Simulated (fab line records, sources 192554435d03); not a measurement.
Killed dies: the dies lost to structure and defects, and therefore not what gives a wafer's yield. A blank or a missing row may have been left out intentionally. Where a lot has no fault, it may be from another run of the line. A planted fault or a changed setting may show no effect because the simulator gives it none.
Split-lot experiment | flow n5-finfet | route with 1938 steps; 7 lots, 21 wafers read

## ON THE SPLIT
At N5_BEOL_M14_COAT_65 (time 60 s, resist thk 450 nm), the setting spin-rpm was moved away from the recipe's 1500 rpm on 6 of the 21 wafers read, by -3.7% to +10.5%. This setting was run at the recipe's value on the other wafers.

The reading comes from the split's own step.

## THE READING
SOC_of_BEOL_M14_COAT_65.thk-nm (the simulator's own value, which no gauge read), in nm, at N5_BEOL_M14_COAT_65 (time 60 s, resist thk 450 nm). The file gives no usual value for it. Here, 15 wafers ran the recipe; their average is 448.8 nm with a standard deviation of 0.86 nm.

wafer  | tool, chamber at the split | spin-rpm as run, rpm | against the recipe | SOC_of_BEOL_M14_COAT_65.thk-nm, nm | against lot-mates on the recipe
L074.1 | litho-track-01, 0          | 1500                 | recipe             | 451.2                              | -
L074.3 | litho-track-01, 0          | 1643                 | +9.5%              | 432                                | -19.2
L074.5 | litho-track-01, 0          | 1643                 | +9.5%              | 430.2                              | -21.0
L083.2 | litho-track-05, 0          | 1500                 | recipe             | 448.2                              | -
L083.4 | litho-track-05, 0          | 1544                 | +2.9%              | 442.6                              | -5.9
L083.5 | litho-track-05, 0          | 1500                 | recipe             | 448.8                              | -
L087.2 | litho-track-05, 0          | 1500                 | recipe             | 448.4                              | -
L087.3 | litho-track-05, 0          | 1500                 | recipe             | 449                                | -
L087.5 | litho-track-05, 0          | 1500                 | recipe             | 450.2                              | -
L086.4 | litho-track-05, 0          | 1500                 | recipe             | 449.2                              | -
L086.5 | litho-track-05, 0          | 1500                 | recipe             | 448.6                              | -
L086.6 | litho-track-05, 0          | 1500                 | recipe             | 449                                | -
L091.1 | litho-track-03, 0          | 1500                 | recipe             | 448.8                              | -
L091.3 | litho-track-03, 0          | 1500                 | recipe             | 448.4                              | -
L091.4 | litho-track-03, 0          | 1658                 | +10.5%             | 426.4                              | -22.2
L093.2 | litho-track-03, 0          | 1500                 | recipe             | 448.4                              | -
L093.5 | litho-track-03, 0          | 1445                 | -3.7%              | 458.4                              | +10.0
L093.6 | litho-track-03, 0          | 1445                 | -3.7%              | 457.6                              | +9.2
L097.1 | litho-track-05, 0          | 1500                 | recipe             | 448.2                              | -
L097.6 | litho-track-05, 0          | 1500                 | recipe             | 448.2                              | -
L097.2 | litho-track-05, 0          | 1500                 | recipe             | 447.6                              | -

FIT RESULTS
A straight line over all 21 wafers: SOC_of_BEOL_M14_COAT_65.thk-nm changes by -2.03 nm for each +1% of spin-rpm; r = -0.99; the points scatter about the line by 1.1 nm.
The same after taking each lot's own level away (the mean of its wafers on the recipe; 21 wafers): -2.17 nm for each +1%; r = -1.00; scatter 0.71 nm.
The reading moves by 23 nm for the largest change in spin-rpm, on that fit.
Measured against the standard deviation above, the lots' own levels, which go from 448.00 to 451.20 nm, span 3.7 times it.
Consequently the slope shifts little with the lot-to-lot level, the two slopes agreeing.
Check: -22.8 nm against its lot-mates is what the line predicts for one of the wafers moved furthest among these (+10.5%) when that wafer is left out of the fit. It came out at -22.2 nm against them.

## FURTHER SPLITS ON THESE WAFERS
Before the reading, these wafers also passed through other splits. Each is held against what the fit with the lots' levels taken away leaves over:
other split on the same wafers | wafers away from the commonest value | r with SOC_of_BEOL_M14_COAT_65.thk-nm (lot level and that fit taken away)
N5_BEOL_M11_EXPOSE_08 dose-mj  | 8                                    | -0.12
N5_BEOL_M11_ETCH_62 time-s     | 6                                    | -0.34
N5_BEOL_M12_COAT_65 spin-rpm   | 7                                    | +0.14
N5_BEOL_M13_COAT_66 spin-rpm   | 6                                    | -0.05
N5_BEOL_M13_PEB_26 peb-time-s  | 9                                    | +0.00

## THE FILE'S OWN FIT
SOC_of_BEOL_M14_COAT_65.thk-nm changes by -2.13 nm for each +1% of spin-rpm, r = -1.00.
